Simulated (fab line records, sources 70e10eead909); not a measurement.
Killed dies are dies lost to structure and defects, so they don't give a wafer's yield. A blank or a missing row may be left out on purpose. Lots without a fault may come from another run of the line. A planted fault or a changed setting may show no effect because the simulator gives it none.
Chamber matching | flow nand_harc | NHARC_P_ZERO_WELL_ETCH_65 on rie_diel-01: 4 sister chambers
The step etches the open film in N2/H2, target depth 80 nm, overetch 24 nm, time 87.88 s. 8 wafers are shown with their chamber, then 7 later ones without.

WAFERS WITH THEIR CHAMBER
wafer  | chamber | showerhead_plenum_p_Torr (Torr) | drypump_motor_current_A (A)
L114.1 | 3       | 1.99                            | 5.3
L119.3 | 0       | 2.06                            | 6.0
L119.6 | 3       | 1.99                            | 5.4
L122.2 | 2       | 2.12                            | 6.0
L122.5 | 1       | 1.98                            | 6.3
L122.6 | 0       | 2.05                            | 6.0
L123.1 | 2       | 2.12                            | 6.1
L123.2 | 1       | 1.98                            | 6.3

WAFERS WITHOUT THEIR CHAMBER
wafer  | showerhead_plenum_p_Torr (Torr) | drypump_motor_current_A (A)
L123.5 | 2.05                            | 6.0
L125.1 | 1.98                            | 5.3
L125.2 | 2.05                            | 6.0
L125.3 | 2.12                            | 6.1
L134.2 | 1.97                            | 6.2
L134.5 | 1.97                            | 6.3
L134.6 | 2.04                            | 6.0

WHICH CHAMBER EACH WENT THROUGH
wafer  | from the rows above | in truth
L123.5 | 0                   | 0
L125.1 | 3                   | 3
L125.2 | 0                   | 0
L125.3 | 2                   | 2
L134.2 | 1                   | 1
L134.5 | 1                   | 1
L134.6 | 0                   | 0
Placed correctly: 7 of 7. Can't be placed from these rows: 0. Placed wrongly: 0.
How it was worked out, from the rows above alone: a wafer's distance from a chamber is the root of the sum, over the readings, of the square of ((its reading less the chamber's mean) divided by the reading's scatter). The wafer belongs to the nearest chamber; if the next one is less than 2 further off, it can't be placed. A chamber's mean is the mean of its shown wafers. The scatter: the root of (the sum of the squares of (reading less its chamber's mean) over the shown wafers, divided by (wafers less chambers)).
